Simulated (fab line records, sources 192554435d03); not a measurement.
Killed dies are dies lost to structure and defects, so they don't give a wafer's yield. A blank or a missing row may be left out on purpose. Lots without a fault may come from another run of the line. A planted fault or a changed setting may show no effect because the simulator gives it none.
fab line records | flow n5_finfet
record lots=7 wafers=21
route steps=1938 shown BEOL_M9@1419 BEOL_M10@1512 BEOL_M13@1661 BEOL_M14@1719
start_h: hours from the record's first day to the start of the lot's first wafer shown | wait_h: hours since the lot's step before | " the same as in the row above | L1.1+2: a row that stands for several wafers | - no value, or no start given | * or withheld: withheld | < > ~ a bound
route shown NAME@n: a module of which the file shows steps, and the number in the route of the first | usual: mean/standard deviation of fault-free wafers | same: alike in all rows | chamber/n: place in a boat | sites: the reading at each site | _std_site: their standard deviation | _edge_site: outer sites' mean less inner sites' | radius_mm: how far each site lies from the wafer's centre | mask NAME#n: copy n | behind: the tool/chamber that last shaped the wafer | hold: why the lot was held/for how many hours/how that ended | device: the transistor (n, p or np) that didn't switch | end of line: the same wafers' tests at the end of the route | a step without rows: its recipe alone | killed: dies lost to structure and defects at the first sort, not the wafer's yield | map: a wafer's dies, x killed, . not, _ none there
set.NAME: the setting as run; set.NAME@STEP: as run at that earlier step | model.NAME: the simulator's own value behind a step, which no gauge read
lots whose settings were changed on purpose; a table a step, a row a wafer
## steps
# step N5_BEOL_M9_ETCH_62
# recipe chemistry=N2/H2 target=SOC target_depth_a=1100 overetch_a=220 mask_material=SiARC temp_c=40 time_s=165 ion_energy_ev=200 pressure_mtorr=30 source_w=840 bias_w=150 n2_flow_sccm=200 h2_flow_sccm=200
# columns lot.wafer tool chamber start_h wait_h set.time_s model.SiARC_of_BEOL_M9_COAT_60.thk_nm
L075.2 rie_diel-01 3 209.19 0.0 165 23.2
L075.3 " 1 " " 165 23.4
L075.5 " 3 " " 181.8 22.6
L076.2 rie_diel-01 0 215.59 0.0 165 23.6
L076.3+6 " 3 " " 165 23.4
L080.2 rie_diel-03 3 248.06 0.0 165 23.8
L080.3 " 2 " " 165 23.6
L080.5 " 2 " " 130.4 25
L082.3+4+6 rie_diel-03 1,0,0 261.68 0.1 165 23.6
L086.1+4 rie_diel-01 2 270.56 0.0 165 23.4
L086.5 " 0 " " 180 23
L085.2+3+4 rie_diel-01 2,3,1 275.55 0.0 165 23.4
L096.1+4 rie_diel-05 0,3 340.05 0.0 165 23.6
L096.6 " 0 " " 191.2 22.4
# step N5_BEOL_M9_STRIP_68
# recipe chemistry=N2/H2 temp_c=40 n2_flow_sccm=200 h2_flow_sccm=200 rf_frequency_hz=6e+07
# step N5_BEOL_M9_STRIP_67
# recipe chemistry=CF4 resist=SiARC power_w=300 bias_power_w=75 pressure_mtorr=50 cf4_flow_sccm=150 rf_frequency_hz=6e+07
# step N5_BEOL_M9_HM_OPEN_17
# recipe chemistry=Cl2/BCl3 target_depth_a=200 overetch_a=60 target=TiN mask_material=SOC ion_energy_ev=150 pressure_mtorr=10 icp_w=1000 bias_w=126 Cl2_flow_sccm=53.25 bcl3_flow_sccm=21.75 Ar_flow_sccm=25
# columns lot.wafer tool chamber start_h wait_h set.time_s@BEOL_M9_ETCH_62 model.etch.depth_nm
L075.2 rie_metal-03 1 209.41 0.1 165 19.57
L075.3 " 1 " " 165 19.66
L075.5 " 1 " " 181.8 18.03
L076.2 rie_metal-01 1 215.77 0.0 165 19.97
L076.3 " 1 " " 165 19.83
L076.6 " 0 " " 165 19.64
L080.2 rie_metal-03 0 248.25 0.0 165 19.9
L080.3 " 0 " " 165 20.01
L080.5 " 0 " " 130.4 19.75
L082.3 rie_metal-01 0 261.92 0.1 165 20.23
L082.4 " 1 " " 165 20.34
L082.6 " 0 " " 165 20.25
L086.1 rie_metal-02 0 270.75 0.0 165 19.89
L086.4 " 1 " " 165 19.96
L086.5 " 0 " " 180 18.36
L085.2 rie_metal-02 0 275.73 0.0 165 20.37
L085.3 " 0 " " 165 20.27
L085.4 " 1 " " 165 20.42
L096.1 rie_metal-03 1 340.23 0.0 165 19.85
L096.4 " 0 " " 165 20.04
L096.6 " 1 " " 191.2 17.36
# step N5_BEOL_M9_COAT_64
# recipe resist=SiARC temp_c=220 time_s=60 spin_rpm=1500 resist_thk_nm=12
# columns lot.wafer tool chamber start_h wait_h set.spin_rpm model.SiARC_of_BEOL_M9_COAT_64.thk_nm
L075.2+3+5 litho_track-01 0 - - 1500 12
L076.2+6 litho_track-03 0 - - 1500 12
L076.3 " 0 " " 1452 12.2
L080.2 litho_track-05 0 - - 1433 12.2
L080.3+5 " 0 " " 1500 12
L082.3+4+6 litho_track-01 0 - - 1500 12
L086.1 litho_track-03 0 - - 1500 12.2
L086.4 " 0 " " 1657 11.6
L086.5 " 0 " " 1500 12
L085.2+3+4 litho_track-05 0 - - 1500 12
L096.1+4+6 litho_track-01 0 - - 1392 12.4
# step N5_BEOL_M9_COAT_75
# recipe resist=underlayer temp_c=205 time_s=60 spin_rpm=1500 resist_thk_nm=5
# step N5_BEOL_M9_COAT_22
# recipe resist=CAR-EUV spin_rpm=1500 resist_thk_nm=30
# step N5_BEOL_M9_DESCUM_33
# recipe chemistry=O2 time_s=7 source_power_w=50 bias_power_w=20 pressure_mtorr=20 rf_frequency_hz=2.712e+07 temp_c=40 resist=CAR-EUV o2_flow_sccm=225
# step N5_BEOL_M9_ETCH_76
# recipe chemistry=N2/H2 target=underlayer target_depth_a=65 mask_material=CAR-EUV time_s=5.2 ion_energy_ev=200 pressure_mtorr=30 source_w=840 bias_w=150 n2_flow_sccm=200 h2_flow_sccm=200 ends=cleared
# step N5_BEOL_M9_ETCH_65
# recipe chemistry=CF4 target=SiARC target_depth_a=156 mask_material=CAR-EUV time_s=26 ion_energy_ev=80 pressure_mtorr=40 source_w=545 bias_w=36 Ar_flow_sccm=100 cf4_flow_sccm=100 ends=cleared
# columns lot.wafer tool chamber start_h wait_h set.spin_rpm@BEOL_M9_COAT_64 model.etch.depth_nm model.CAR-EUV_of_BEOL_M9_COAT_22.thk_nm
L075.2+3 rie_diel-05 2,3 210.26 0.0 1500 12.01 11
L075.5 " 0 " " 1500 12.03 11
L076.2 rie_diel-05 3 216.87 0.0 1500 12.08 11.2
L076.3 " 1 " " 1452 12.27 11
L076.6 " 3 " " 1500 12.07 11
L080.2 rie_diel-03 0 249.13 0.0 1433 12.26 10.8
L080.3 " 1 " " 1500 11.94 11.2
L080.5 " 3 " " 1500 11.96 11.2
L082.3 rie_diel-01 2 263.01 0.0 1500 11.98 11.2
L082.4 " 1 " " 1500 12 11.2
L082.6 " 1 " " 1500 11.99 11.2
L086.1 rie_diel-01 3 271.46 0.0 1500 12.11 11
L086.4 " 2 " " 1657 11.5 11.6
L086.5 " 0 " " 1500 12.07 11.2
L085.2 rie_diel-03 1 278.52 0.0 1500 12 11
L085.3 " 3 " " 1500 11.99 11
L085.4 " 0 " " 1500 11.97 11
L096.1 rie_diel-03 3 342.10 0.0 1392 12.42 10.8
L096.4 " 2 " " 1392 12.46 10.8
L096.6 " 1 " " 1392 12.45 11
# step N5_BEOL_M9_ETCH_66
# recipe chemistry=N2/H2 target=SOC target_depth_a=800 overetch_a=160 mask_material=SiARC temp_c=40 time_s=120 ion_energy_ev=200 pressure_mtorr=30 source_w=840 bias_w=150 n2_flow_sccm=200 h2_flow_sccm=200
# columns lot.wafer tool chamber start_h wait_h set.spin_rpm@BEOL_M9_COAT_64 model.SiARC_of_BEOL_M9_COAT_64.thk_nm
L075.2 rie_diel-05 2 210.29 0.0 1500 6.2
L075.3+5 " 3,0 " " 1500 6.4
L076.2+6 rie_diel-05 3 216.90 0.0 1500 6.4
L076.3 " 1 " " 1452 6.6
L080.2 rie_diel-03 0 249.16 0.0 1433 6.8
L080.3+5 " 1,3 " " 1500 6.4
L082.3+4+6 rie_diel-01 2,1,1 263.04 0.0 1500 6.4
L086.1+5 rie_diel-01 3,0 271.49 0.0 1500 6.4
L086.4 " 2 " " 1657 5.8
L085.2+4 rie_diel-03 1,0 278.54 0.0 1500 6.6
L085.3 " 3 " " 1500 6.4
L096.1+4 rie_diel-03 3,2 342.13 0.0 1392 6.8
L096.6 " 1 " " 1392 7
# step N5_BEOL_M10_TRENCH_ETCH_37
# recipe chemistry=C4F6/O2 target_depth_a=1488.3 target=SiCOH_lowk time_s=48 ion_energy_ev=250 pressure_mtorr=30 source_w=345 bias_w=185 Ar_flow_sccm=300 C4F6_flow_sccm=10 O2_flow_sccm=10
# usual rf_vpp_V=664/6.2
# columns lot.wafer tool chamber start_h wait_h set.bias_w rf_vpp_V model.etch.depth_nm model.BEOL_M10.feature_depth_nm
L075.2 rie_diel-06 3 - - 185 657 148.5 148.4
L075.3 " 2 " " 151.8 564 140.8 140.8
L075.5 " 0 " " 185 661 151.1 151
L076.2 rie_diel-06 3 - - 185 657 145.3 145.4
L076.3 " 0 " " 198.5 697 153.8 153.8
L076.6 " 2 " " 198.5 701 152.6 152.6
L080.2 rie_diel-02 3 - - 164.6 613 143.9 144
L080.3 " 2 " " 164.6 602 143.1 143
L080.5 " 0 " " 185 666 147.8 147.8
L082.3 rie_diel-04 2 - - 185 663 151.1 151
L082.4 " 1 " " 185 657 146.4 146.4
L082.6 " 2 " " 185 665 151 151
L086.1 rie_diel-02 1 - - 185 655 151 151
L086.4 " 0 " " 185 666 148.8 148.8
L086.5 " 1 " " 158.4 578 142.6 142.6
L085.2 rie_diel-04 0 - - 185 673 149.5 149.4
L085.3 " 3 " " 204.4 725 152.5 152.6
L085.4 " 0 " " 185 675 150.1 150.2
L096.1 rie_diel-06 3 - - 185 656 152.7 152.6
L096.4 " 0 " " 185 660 150.9 150.8
L096.6 " 3 " " 185 658 151.2 151.2
# step N5_BEOL_M10_ETCH_41
# recipe chemistry=CH3F/O2 target=SiCN target_depth_a=426 taper_deg=2 time_s=86 ion_energy_ev=120 mask_material=TiN pressure_mtorr=30 source_w=395 bias_w=75 Ar_flow_sccm=150 CH3F_flow_sccm=30 O2_flow_sccm=20
# usual rf_vpp_V=297.5/1.3
# columns lot.wafer tool chamber start_h wait_h set.source_w rf_vpp_V model.etch.depth_nm
L075.2 rie_diel-06 3 - - 395 296.1 31.7
L075.3 " 2 " " 395 295.7 32.37
L075.5 " 0 " " 336.3 314.8 30.73
L076.2 rie_diel-06 3 - - 395 297.5 31.64
L076.3 " 0 " " 395 295.5 32.47
L076.6 " 2 " " 462.8 281.8 34.56
L080.2 rie_diel-02 3 - - 452.4 286.2 34.75
L080.3 " 2 " " 452.4 285.1 34.04
L080.5 " 0 " " 395 299.0 32.52
L082.3 rie_diel-04 2 - - 395 298.3 33.56
L082.4 " 1 " " 395 297.5 32.13
L082.6 " 2 " " 395 298.6 33.51
L086.1 rie_diel-02 1 - - 461.2 282.4 34.87
L086.4 " 0 " " 395 299.0 32.73
L086.5 " 1 " " 395 296.0 32.85
L085.2 rie_diel-04 0 - - 430.1 289.5 33.59
L085.3 " 3 " " 430.1 289.0 33.7
L085.4 " 0 " " 430.1 290.9 33.78
L096.1 rie_diel-06 3 - - 414 291.8 34.17
L096.4 " 0 " " 395 298.8 33.03
L096.6 " 3 " " 395 296.3 33.45
# step N5_BEOL_M10_STRIP_77
# recipe chemistry=N2/H2 time_s=10 power_w=450 temp_c=40 pressure_mtorr=20 rf_frequency_hz=6e+07 bias_power_w=7 n2_flow_sccm=200 h2_flow_sccm=200
# step N5_BEOL_M10_OCD_MEAS_38
# usual trench_depth_nm=149.6/2.3
# columns lot.wafer tool chamber start_h wait_h set.bias_w@BEOL_M10_TRENCH_ETCH_37 trench_depth_nm
L075.2 ocd-02 - 219.65 - 185 148.4
L075.3 " - " " 151.8 140.2
L075.5 " - " " 185 151.7
L076.2 ocd-01 - 223.15 - 185 145.7
L076.3 " - " " 198.5 153.9
L076.6 " - " " 198.5 152.6
L080.2 ocd-02 - 256.37 - 164.6 144.7
L080.3 " - " " 164.6 143.2
L080.5 " - " " 185 148.4
L082.3 ocd-01 - 271.64 - 185 150.9
L082.4 " - " " 185 145.9
L082.6 " - " " 185 151.1
L086.1 ocd-02 - 279.78 - 185 150.6
L086.4 " - " " 185 148.6
L086.5 " - " " 158.4 142.2
L085.2 ocd-02 - 287.17 - 185 149.5
L085.3 " - " " 204.4 152.8
L085.4 " - " " 185 150.4
L096.1 ocd-02 - 349.12 - 185 153.0
L096.4 " - " " 185 150.9
L096.6 " - " " 185 150.6
# step N5_BEOL_M10_HM_STRIP_39
# recipe chemistry=peroxide_tin_strip material=TiN target_depth_a=250 temp_c=50 time_s=158
# step N5_BEOL_M10_SRD_40
# recipe time_s=30 temp_c=23 rinse_liquid=diw dry=ipa_marangoni
# step N5_BEOL_M10_ECD_50
# recipe material=Cu target_thk_a=3180
# step N5_BEOL_M10_ANNEAL_51
# recipe temp_c=225 time_s=90 ambient=N2
# step N5_BEOL_M10_CMP_52
# recipe stop_on=SiCOH_lowk t_overpolish_s=7 down_force_psi=1 platen_rpm=50 clearing_platen_down_force_psi=1.5 clearing_platen_rpm=50 post_cmp_clean=cu_alkaline target_thk_nm=140 clearing_platen_pad_velocity_m_s=0.99484 pad_velocity_m_s=0.99484
# columns lot.wafer tool chamber start_h wait_h set.bias_w@BEOL_M10_TRENCH_ETCH_37 model.Cu_of_BEOL_M10_ECD_50.thk_nm
L075.3 cmp-02 3 221.61 0.2 151.8 132.6
L075.2 " 2 " " 185 142.2
L075.5 " 0 " " 185 143.2
L076.3+6 cmp-02 1 225.23 0.2 198.5 145
L076.2 " 3 " " 185 138.2
L080.2 cmp-02 0 260.27 0.3 164.6 134.4
L080.3 " 1 " " 164.6 133.4
L080.5 " 2 " " 185 137
L082.3 cmp-02 0 275.19 0.2 185 142.8
L082.4 " 2 " " 185 139.8
L082.6 " 3 " " 185 144.2
L086.1+4 cmp-03 2,3 281.75 0.3 185 140.6
L086.5 " 1 " " 158.4 134
L085.4+2 cmp-03 0,1 289.99 0.2 185 141
L085.3 " 2 " " 204.4 143.6
L096.4 cmp-04 0 352.38 0.2 185 140.8
L096.1 " 1 " " 185 141.8
L096.6 " 1 " " 185 140.4
# step N5_BEOL_M10_THK_MEAS_53
# recipe thk_meas_gauge=xrf reads=Cu_of_BEOL_M10_ECD_50
# usual M10_THK=143.3/2.6
# columns lot.wafer tool chamber start_h wait_h set.bias_w@BEOL_M10_TRENCH_ETCH_37 M10_THK[nm]
L075.2 film_metro-01 - 221.90 - 185 145.3
L075.3 " - " " 151.8 135.4
L075.5 " - " " 185 146.6
L076.2 film_metro-01 - 225.48 - 185 140.8
L076.3 " - " " 198.5 148.4
L076.6 " - " " 198.5 147.4
L080.2 film_metro-02 - 260.49 - 164.6 138.3
L080.3 " - " " 164.6 137.1
L080.5 " - " " 185 140.8
L082.3 film_metro-01 - 275.45 - 185 146.1
L082.4 " - " " 185 142.8
L082.6 " - " " 185 147.1
L086.1 film_metro-02 - 281.97 - 185 143.8
L086.4 " - " " 185 143.4
L086.5 " - " " 158.4 137.0
L085.2 film_metro-02 - 290.25 - 185 142.9
L085.3 " - " " 204.4 146.2
L085.4 " - " " 185 142.9
L096.1 film_metro-02 - 352.67 - 185 144.4
L096.4 " - " " 185 143.5
L096.6 " - " " 185 142.3
# step N5_BEOL_M10_PRE_CLEAN_55
# recipe gas=NH3 time_s=15 temp_c=withheld rf_power_w=300
# step N5_BEOL_M10_DEP_56
# recipe material=SiCN target_thk_a=150 temp_c=withheld precursor=3MS/NH3 pressure_torr=3 rf_w=202 time_s=26.5
# step N5_BEOL_M10_RS_MEAS_57
# recipe thk_meas_gauge=four-point-probe reads=Cu_of_BEOL_M10_ECD_50+Co_of_BEOL_M10_CVD_75+TaN_of_BEOL_M10_ALD_74
# usual M10_RS=0.1502/0.0028
# columns lot.wafer tool chamber start_h wait_h set.bias_w@BEOL_M10_TRENCH_ETCH_37 M10_RS[ohm/sq]
L075.2 film_metro-02 - 222.07 0.1 185 0.1484
L075.3 " - " " 151.8 0.1603
L075.5 " - " " 185 0.1472
L076.2 film_metro-02 - 225.65 0.1 185 0.1535
L076.3 " - " " 198.5 0.1450
L076.6 " - " " 198.5 0.1454
L080.2 film_metro-02 - 260.63 0.1 164.6 0.1581
L080.3 " - " " 164.6 0.1588
L080.5 " - " " 185 0.1546
L082.3 film_metro-01 - 275.59 0.1 185 0.1477
L082.4 " - " " 185 0.1511
L082.6 " - " " 185 0.1464
L086.1 film_metro-02 - 282.10 0.1 185 0.1505
L086.4 " - " " 185 0.1504
L086.5 " - " " 158.4 0.1587
L085.2 film_metro-01 - 290.38 0.1 185 0.1496
L085.3 " - " " 204.4 0.1468
L085.4 " - " " 185 0.1498
L096.1 film_metro-01 - 352.81 0.1 185 0.1489
L096.4 " - " " 185 0.1501
L096.6 " - " " 185 0.1502
# step N5_BEOL_M13_COAT_58
# recipe resist=BARC temp_c=205 time_s=60 spin_rpm=1500 resist_thk_nm=89
# columns lot.wafer tool chamber start_h wait_h set.spin_rpm model.BARC_of_BEOL_M13_COAT_58.thk_nm
L075.2+3 litho_track-04 0 234.31 0.0 1599 86
L075.5 " 0 " " 1500 89
L076.2 litho_track-04 0 238.13 0.0 1425 90.6
L076.3 " 0 " " 1425 91
L076.6 " 0 " " 1500 88.8
L080.2 litho_track-01 0 276.79 0.0 1651 85
L080.3+5 " 0 " " 1500 89.2
L082.3+4+6 litho_track-04 0 290.87 0.0 1500 89.4
L086.1 litho_track-02 0 295.85 0.0 1446 90.6
L086.4 " 0 " " 1500 89.2
L086.5 " 0 " " 1500 89
L085.2+4 litho_track-04 0 301.87 0.0 1500 89.2
L085.3 " 0 " " 1500 89
L096.1+4 litho_track-02 0 366.09 0.0 1500 89
L096.6 " 0 " " 1500 89.2
# step N5_BEOL_M13_COAT_04
# recipe spin_rpm=1625 resist_thk_nm=400
# step N5_BEOL_M13_EBR_06
# recipe solvent=PGMEA ebr_width_mm=1.5
# step N5_BEOL_M13_DESCUM_15
# recipe chemistry=O2 time_s=7.9 source_power_w=50 bias_power_w=20 pressure_mtorr=20 rf_frequency_hz=2.712e+07 temp_c=40 o2_flow_sccm=225
# step N5_BEOL_M13_ETCH_59
# recipe chemistry=N2/H2 target=BARC target_depth_a=890 overetch_a=267 time_s=67.9 ion_energy_ev=200 pressure_mtorr=30 source_w=840 bias_w=150 n2_flow_sccm=200 h2_flow_sccm=200
# columns lot.wafer tool chamber start_h wait_h set.spin_rpm@BEOL_M13_COAT_58 model.etch.depth_nm
L075.2 rie_diel-03 1 235.80 0.0 1599 85.98
L075.3 " 0 " " 1599 85.91
L075.5 " 2 " " 1500 88.93
L076.2 rie_diel-01 3 238.65 0.0 1425 90.63
L076.3 " 1 " " 1425 90.95
L076.6 " 1 " " 1500 88.71
L080.2 rie_diel-03 1 277.26 0.0 1651 84.99
L080.3 " 0 " " 1500 89.14
L080.5 " 3 " " 1500 89.3
L082.3 rie_diel-01 1 291.36 0.0 1500 89.47
L082.4 " 2 " " 1500 89.31
L082.6 " 3 " " 1500 89.49
L086.1 rie_diel-03 0 296.69 0.0 1446 90.61
L086.4 " 1 " " 1500 89.15
L086.5 " 2 " " 1500 89.06
L085.2 rie_diel-03 3 302.49 0.0 1500 89.27
L085.3 " 0 " " 1500 89.01
L085.4 " 2 " " 1500 89.15
L096.1 rie_diel-01 3 366.61 0.0 1500 88.98
L096.4 " 1 " " 1500 88.92
L096.6 " 3 " " 1500 89.14
# step N5_BEOL_M13_VIA_ETCH_16
# recipe chemistry=C4F8/O2/Ar target=SiOC pressure_mtorr=30 source_w=3000 bias_w=700 Ar_flow_sccm=400 C4F8_flow_sccm=15 O2_flow_sccm=8 he_inner_torr=15 he_outer_torr=30 target_depth_a=9217 time_s=withheld ion_energy_ev=250 ends=cleared
# step N5_BEOL_M13_STRIP_63
# recipe chemistry=N2/H2 power_w=1000 temp_c=250 h2_frac=0.65 overash_fraction=0.3 pressure_mtorr=1000 n2_flow_sccm=1750 h2_flow_sccm=3250
# step N5_BEOL_M13_STRIP_64
# recipe chemistry=N2/H2 power_w=1000 temp_c=250 h2_frac=0.65 overash_fraction=0.3 pressure_mtorr=withheld n2_flow_sccm=1750 h2_flow_sccm=3250
# usual strip_time_to_endpoint_s=31.30/0.078
# columns lot.wafer tool chamber start_h wait_h set.spin_rpm@BEOL_M13_COAT_58 strip_time_to_endpoint_s
L075.2 plasma_asher-02 0 236.15 0.0 1599 30.44
L075.3 " 1 " " 1599 30.44
L075.5 " 0 " " 1500 31.28
L076.2 plasma_asher-01 0 239.00 0.0 1425 31.79
L076.3 " 1 " " 1425 31.87
L076.6 " 0 " " 1500 31.23
L080.2 plasma_asher-01 1 277.61 0.0 1651 30.14
L080.3 " 1 " " 1500 31.36
L080.5 " 0 " " 1500 31.39
L082.3 plasma_asher-01 0 291.73 0.0 1500 31.44
L082.4 " 1 " " 1500 31.41
L082.6 " 1 " " 1500 31.46
L086.1 plasma_asher-01 0 297.03 0.0 1446 31.76
L086.4 " 1 " " 1500 31.36
L086.5 " 0 " " 1500 31.33
L085.2 plasma_asher-02 1 302.83 0.0 1500 31.38
L085.3 " 0 " " 1500 31.31
L085.4 " 1 " " 1500 31.35
L096.1 plasma_asher-01 1 366.96 0.0 1500 31.30
L096.4 " 1 " " 1500 31.30
L096.6 " 1 " " 1500 31.35
# step N5_BEOL_M14_COAT_04
# recipe spin_rpm=1704 resist_thk_nm=800
# columns lot.wafer tool chamber start_h wait_h set.spin_rpm model.coat_of_BEOL_M14_COAT_04.thk_nm
L075.2 litho_track-03 0 - - 1810 775.6
L075.3 " 0 " " 1810 778.4
L075.5 " 0 " " 1704 799.4
L076.2 litho_track-05 0 - - 1541 838.2
L076.3 " 0 " " 1704 798.8
L076.6 " 0 " " 1541 841.6
L080.2 litho_track-03 0 - - 1570 835.4
L080.3 " 0 " " 1570 831.6
L080.5 " 0 " " 1570 834
L082.3 litho_track-03 0 - - 1704 799.2
L082.4 " 0 " " 1704 800.8
L082.6 " 0 " " 1704 801.6
L086.1 litho_track-03 0 - - 1786 781.2
L086.4 " 0 " " 1786 782
L086.5 " 0 " " 1704 797.8
L085.2+3 litho_track-03 0 - - 1704 800.6
L085.4 " 0 " " 1555 838.2
L096.1 litho_track-03 0 - - 1704 798.6
L096.4 " 0 " " 1704 796.8
L096.6 " 0 " " 1837 770.2
## key
split step=N5_BEOL_M9_ETCH_62 setting=time_s stated=165 by=wafer
response step=N5_BEOL_M9_ETCH_62 reading=model.SiARC_of_BEOL_M9_COAT_60.thk_nm change=-0.065 per=1% r=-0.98
response step=N5_BEOL_M9_HM_OPEN_17 reading=model.etch.depth_nm shape=bent at_lowest=19.75 at_stated=20.01 at_highest=17.36
split step=N5_BEOL_M9_COAT_64 setting=spin_rpm stated=1500 by=wafer
response step=N5_BEOL_M9_COAT_64 reading=model.SiARC_of_BEOL_M9_COAT_64.thk_nm change=-0.0484 per=1% r=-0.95
response step=N5_BEOL_M9_ETCH_65 reading=model.etch.depth_nm change=-0.0581 per=1% r=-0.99
response step=N5_BEOL_M9_ETCH_65 reading=model.CAR-EUV_of_BEOL_M9_COAT_22.thk_nm change=+0.0525 per=1% r=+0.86
response step=N5_BEOL_M9_ETCH_66 reading=model.SiARC_of_BEOL_M9_COAT_64.thk_nm change=-0.0623 per=1% r=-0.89
split step=N5_BEOL_M10_TRENCH_ETCH_37 setting=bias_w stated=185 by=wafer
response step=N5_BEOL_M10_TRENCH_ETCH_37 reading=rf_vpp_V change=+5.37 per=1% r=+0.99
response step=N5_BEOL_M10_TRENCH_ETCH_37 reading=model.etch.depth_nm change=+0.491 per=1% r=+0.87
response step=N5_BEOL_M10_TRENCH_ETCH_37 reading=model.BEOL_M10.feature_depth_nm change=+0.49 per=1% r=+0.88
response step=N5_BEOL_M10_OCD_MEAS_38 reading=trench_depth_nm change=+0.513 per=1% r=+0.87
response step=N5_BEOL_M10_CMP_52 reading=model.Cu_of_BEOL_M10_ECD_50.thk_nm change=+0.476 per=1% r=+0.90
response step=N5_BEOL_M10_THK_MEAS_53 reading=M10_THK change=+0.499 per=1% r=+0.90
response step=N5_BEOL_M10_RS_MEAS_57 reading=M10_RS change=-0.000584 per=1% r=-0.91
split step=N5_BEOL_M10_ETCH_41 setting=source_w stated=395 by=wafer
response step=N5_BEOL_M10_ETCH_41 reading=rf_vpp_V change=-0.978 per=1% r=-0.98
response step=N5_BEOL_M10_ETCH_41 reading=model.etch.depth_nm change=+0.125 per=1% r=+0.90
split step=N5_BEOL_M13_COAT_58 setting=spin_rpm stated=1500 by=wafer
response step=N5_BEOL_M13_COAT_58 reading=model.BARC_of_BEOL_M13_COAT_58.thk_nm change=-0.424 per=1% r=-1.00
response step=N5_BEOL_M13_ETCH_59 reading=model.etch.depth_nm change=-0.427 per=1% r=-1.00
response step=N5_BEOL_M13_STRIP_64 reading=strip_time_to_endpoint_s change=* per=1% r=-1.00
split step=N5_BEOL_M14_COAT_04 setting=spin_rpm stated=1704 by=wafer
response step=N5_BEOL_M14_COAT_04 reading=model.coat_of_BEOL_M14_COAT_04.thk_nm change=-3.97 per=1% r=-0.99
